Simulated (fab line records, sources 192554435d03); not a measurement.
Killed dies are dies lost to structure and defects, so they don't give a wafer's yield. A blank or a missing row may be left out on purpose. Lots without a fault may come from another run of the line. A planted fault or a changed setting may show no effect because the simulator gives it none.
Split-lot experiment | flow n5_finfet | 7 lots, 21 wafers read, on a route of 1938 steps

THE SPLIT
At N5_BEOL_M8_TRENCH_ETCH_37 (etches SiCOH lowk in C4F6/O2, target depth 93.478 nm, time 31.2 s), the setting source_w was moved away from the recipe's 345 W on 5 of the 21 wafers read, by +4.7% to +17.1%. The other wafers ran this setting at the recipe's value.

The reading is taken at the split's own step.

THE READING
rf_vpp_V, in V, at N5_BEOL_M8_TRENCH_ETCH_37 (etches SiCOH lowk in C4F6/O2, target depth 93.478 nm, time 31.2 s). Fault-free wafers of this fab line usually give 662 V, standard deviation 10 V.

wafer  | tool, chamber at the split | source_w as run, W | against the recipe | rf_vpp_V, V | against lot-mates on the recipe
L074.1 | rie_diel-05, 0             | 345                | recipe             | 663         | -
L074.2 | rie_diel-05, 3             | 403.9              | +17.1%             | 606         | -57
L074.3 | rie_diel-05, 1             | 403.9              | +17.1%             | 607         | -56
L081.1 | rie_diel-05, 3             | 345                | recipe             | 657         | -
L081.3 | rie_diel-05, 1             | 345                | recipe             | 657         | -
L081.4 | rie_diel-05, 2             | 345                | recipe             | 670         | -
L086.3 | rie_diel-05, 3             | 345                | recipe             | 657         | -
L086.4 | rie_diel-05, 1             | 361.3              | +4.7%              | 641         | -16
L086.5 | rie_diel-05, 1             | 345                | recipe             | 656         | -
L090.1 | rie_diel-05, 2             | 345                | recipe             | 669         | -
L090.3 | rie_diel-05, 0             | 345                | recipe             | 663         | -
L090.4 | rie_diel-05, 3             | 345                | recipe             | 656         | -
L092.3 | rie_diel-04, 0             | 390.9              | +13.3%             | 606         | -50
L092.5 | rie_diel-04, 2             | 345                | recipe             | 661         | -
L092.6 | rie_diel-04, 3             | 345                | recipe             | 650         | -
L095.3 | rie_diel-04, 3             | 385.3              | +11.7%             | 613         | -42
L095.4 | rie_diel-04, 3             | 345                | recipe             | 650         | -
L095.6 | rie_diel-04, 2             | 345                | recipe             | 660         | -
L096.1 | rie_diel-04, 0             | 345                | recipe             | 648         | -
L096.3 | rie_diel-04, 2             | 345                | recipe             | 659         | -
L096.4 | rie_diel-04, 3             | 345                | recipe             | 650         | -

THE FIT
A straight line over all 21 wafers: rf_vpp_V changes by -3.3 V for each +1% of source_w; r = -0.95; the points scatter about the line by 6.4 V.
The same after taking each lot's own level away (the mean of its wafers on the recipe; 21 wafers): -3.43 V for each +1%; r = -0.98; scatter 4.6 V.
On that fit, the largest move of source_w shifts the reading by 58 V.
The lots' own levels span 652.3 to 663.0 V, that is 1.1 times the standard deviation above.
So the lot-to-lot level changes the slope little: the two slopes agree.
Check: with one of the wafers moved furthest among these (+17.1%) left out of the fit, the line predicts -59.3 V for it against its lot-mates. It came out at -57 V against them.
Tool readings at the split's step, against how far the setting was moved: rf_vpp_V r = -0.95.

OTHER SPLITS ON THESE WAFERS
These wafers also went through other splits before the reading. Each is held against what the fit with the lots' levels taken away leaves over:
other split on the same wafers | wafers away from the commonest value | r with rf_vpp_V (lot level and that fit taken away)
N5_BEOL_M5_EXPOSE_08 dose_mj   | 4                                    | +0.23
N5_BEOL_M6_DEP_56 time_s       | 7                                    | -0.04
N5_BEOL_M7_DESCUM_33 time_s    | 13                                   | +0.11
N5_BEOL_M8_ETCH_66 bias_w      | 7                                    | +0.08

THE FILE'S OWN FIT
rf_vpp_V changes by -3.48 V for each +1% of source_w, r = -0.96.
